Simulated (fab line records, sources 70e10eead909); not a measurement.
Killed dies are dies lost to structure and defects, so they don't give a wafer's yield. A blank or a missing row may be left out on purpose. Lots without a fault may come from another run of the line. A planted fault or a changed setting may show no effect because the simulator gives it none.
Which tool did it? | flow nand_harc | 6 lots, 18 wafers sampled, at 5 steps of a route of 1302

WHAT THE GAUGES READ, wafer by wafer
NHARC_END_SORT_01.
lot  | measured     | on        | killed_dies
L437 | day 25 16:22 | prober-01 | 73 71 79
L439 | day 27 03:50 | prober-02 | 59 59 73
L445 | day 28 16:50 | prober-01 | 58 45 56
L446 | day 29 07:23 | prober-01 | 102 100 94
L452 | day 31 16:10 | prober-01 | 97 87 95
L456 | day 34 04:30 | prober-02 | 82 72 88

WHICH TOOL RAN EACH LOT (tool, then ch and the chambers of the sampled wafers, then the start)
lot  | NHARC_A_STAIRCASE_ETCH_201                    | NHARC_A_STAIRCASE_DESCUM_219       | NHARC_A_STAIRCASE_ETCH_221                    | NHARC_A_STAIRCASE_TRIM_222
L437 | rie_diel-05 ch 1,3, day 17 11:44 or earlier   | rie_diel-05 ch 0,2,3, day 17 11:44 | rie_diel-05 ch 0,2, day 17 12:04 or earlier   | rie_diel-05 ch 0,2,3, day 17 12:04
L439 | rie_diel-09 ch 1,2,3, day 18 05:14 or earlier | rie_diel-08 ch 1,2, day 18 05:14   | rie_diel-08 ch 0,1,2, day 18 05:36 or earlier | rie_diel-08 ch 1,2, day 18 05:36
L445 | rie_diel-09 ch 0,2,3, day 20 14:05 or earlier | rie_diel-08 ch 1,2, day 20 14:05   | rie_diel-08 ch 0,1,2, day 20 14:27 or earlier | rie_diel-08 ch 0,1,2, day 20 14:27
L446 | rie_diel-09 ch 1,2,3, day 20 19:14 or earlier | rie_diel-05 ch 1,2,3, day 20 19:14 | rie_diel-05 ch 1,2,3, day 20 19:38 or earlier | rie_diel-05 ch 1,2,3, day 20 19:38
L452 | rie_diel-05 ch 0,2,3, day 23 04:54 or earlier | rie_diel-08 ch 0,1,3, day 23 04:54 | rie_diel-08 ch 0,1, day 23 05:13 or earlier   | rie_diel-08 ch 2,3, day 23 05:13
L456 | rie_diel-08 ch 0,1, day 25 08:11 or earlier   | rie_diel-08 ch 0,1, day 25 08:11   | rie_diel-08 ch 1,2,3, day 25 08:36 or earlier | rie_diel-08 ch 1,2, day 25 08:36
- NHARC_A_STAIRCASE_ETCH_201: etches the open film in C4F8/O2, target depth 100 nm, time 40.5 s.
- NHARC_A_STAIRCASE_DESCUM_219: chemistry O2, time 3 s.
- NHARC_A_STAIRCASE_ETCH_221: etches the open film in C4F8/O2, target depth 100 nm, time 40.5 s.
- NHARC_A_STAIRCASE_TRIM_222: chemistry O2, time 211.2 s.

THE ANSWER, worked out from the rows above alone
Rule: what is usual is taken from the lots themselves. Put in order of their means at a reading, lots are off if they are a third of the lots or fewer, leave a main group of 4 or more, and stand apart from it by a gap of 3 or more times the standard deviation of the main group's means; of several such gaps the widest counts. A main group whose means are all the same, to the digits that the tables above print for the reading, isn't used. A lot without any number at a reading at which 4 lots or more have one is off too. The other lots that the step has rows for count as sound.
No lot is off at any reading shown: from this, nothing can be told.

WHAT THE SIMULATOR HAD PUT IN
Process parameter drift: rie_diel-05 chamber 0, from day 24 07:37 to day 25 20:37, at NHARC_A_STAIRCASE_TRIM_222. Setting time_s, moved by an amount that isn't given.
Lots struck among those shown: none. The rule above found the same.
